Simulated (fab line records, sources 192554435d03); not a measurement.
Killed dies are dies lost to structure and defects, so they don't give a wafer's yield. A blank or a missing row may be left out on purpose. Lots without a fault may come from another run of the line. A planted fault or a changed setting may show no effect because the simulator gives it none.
Chamber matching | flow n5_finfet | N5_BEOL_M9_STRIP_36 on rie_diel-03: 4 sister chambers
The step strips in N2/H2. 4 wafers are shown with their chamber, then 8 later ones without.

WAFERS WITH THEIR CHAMBER
wafer  | chamber | drypump_motor_current_A (A)
L082.4 | 3       | 5.9
L086.3 | 2       | 5.7
L086.4 | 0       | 5.9
L088.1 | 1       | 6.4

WAFERS WITHOUT THEIR CHAMBER
wafer  | drypump_motor_current_A (A)
L088.2 | 5.9
L088.5 | 5.6
L093.1 | 5.7
L093.4 | 6.4
L093.5 | 5.9
L097.2 | 5.9
L097.4 | 5.9
L097.5 | 5.9

WHICH CHAMBER EACH WENT THROUGH
wafer  | from the rows above     | in truth
L088.2 | can't be placed: 0 or 3 | 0
L088.5 | 2                       | 2
L093.1 | 2                       | 2
L093.4 | 1                       | 1
L093.5 | can't be placed: 0 or 3 | 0
L097.2 | can't be placed: 0 or 3 | 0
L097.4 | can't be placed: 0 or 3 | 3
L097.5 | can't be placed: 0 or 3 | 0
Placed correctly: 3 of 8. Can't be placed from these rows: 5 (the true chamber is among the candidates in 5). Placed wrongly: 0.
How it was worked out, from the rows above alone: a wafer's distance from a chamber is the root of the sum, over the readings, of the square of ((its reading less the chamber's mean) divided by the reading's scatter). The wafer belongs to the nearest chamber; if the next one is less than 2 further off, it can't be placed. A chamber's mean is the mean of its shown wafers. The scatter: with one shown wafer a chamber, the root of the mean of the squares of how far each hidden wafer lies from its nearest shown one.
